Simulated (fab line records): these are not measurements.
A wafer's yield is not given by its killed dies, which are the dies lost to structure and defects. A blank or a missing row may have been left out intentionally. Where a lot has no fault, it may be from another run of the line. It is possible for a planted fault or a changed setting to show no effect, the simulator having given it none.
Matching of chambers    flow nandHarc    NHARC_A_BONDPAD_ETCH_34 on rieDiel-11: 4 sister chambers
The step etches the open film in N2/H2, target depth 60 nm, overetch 18 nm, time 65.91 s. 14 wafers are shown with their chamber, then 7 later ones without.

WAFERS PAIRED WITH THEIR CHAMBERS
wafer   chamber  rfVppV (V)  oesProductAu (a.u.)  chamberPressureMTorr (mTorr)
L767.3  0        427         0.995                30.025
L767.4  3        434         1.003                30.005
L767.6  2        428         1.002                30.009
L771.1  0        426         0.999                30.017
L771.2  1        430         1.005                30.000
L771.6  1        431         0.997                30.000
L773.1  3        434         0.995                30.006
L773.2  2        429         1.015                29.998
L773.6  0        426         0.992                30.051
L769.1  0        427         0.993                29.977
L769.5  0        425         0.995                29.964
L769.6  3        435         0.987                30.021
L778.1  0        426         0.993                29.951
L778.5  2        428         1.018                29.989

SIGNATURES, as means of the wafers listed above
reading               chamber 0  chamber 1  chamber 2  chamber 3  scatter within a chamber
rfVppV                426.17     430.50     428.33     434.33     0.683
oesProductAu          0.99450    1.00100    1.01167    0.99500    0.0058
chamberPressureMTorr  29.99750   30.00000   29.99867   30.01067   0.0284
Rule: distance of a wafer from a chamber = root of the sum over the readings of ((wafer's reading minus chamber's mean) / reading's scatter) squared. If the next closest chamber is less than 2 further off than the closest, the wafer can't be placed; otherwise it belongs to the closest. The scatter: the root of (the sum of the squares of (reading less its chamber's mean) over the shown wafers, divided by (wafers less chambers)).

WAFERS WITH NO CHAMBER GIVEN
wafer   rfVppV (V)  oesProductAu (a.u.)  chamberPressureMTorr (mTorr)
L778.6  429         0.987                30.020
L784.4  435         0.999                30.039
L784.5  428         1.003                29.996
L784.6  436         0.992                30.021
L783.1  431         1.008                30.046
L783.3  435         0.997                30.056
L783.4  427         1.015                29.976

EACH ONE'S CHAMBER
wafer   from the rows above           in truth
L778.6  can't be placed: 1 or 0 or 2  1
L784.4  3                             3
L784.5  can't be placed: 2 or 0       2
L784.6  3                             3
L783.1  1                             1
L783.3  3                             3
L783.4  can't be placed: 2 or 0       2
4 of 7 placed correctly. Cannot be placed on the basis of these rows: 3; the candidates contain the true chamber in 3. Number placed wrongly: 0.
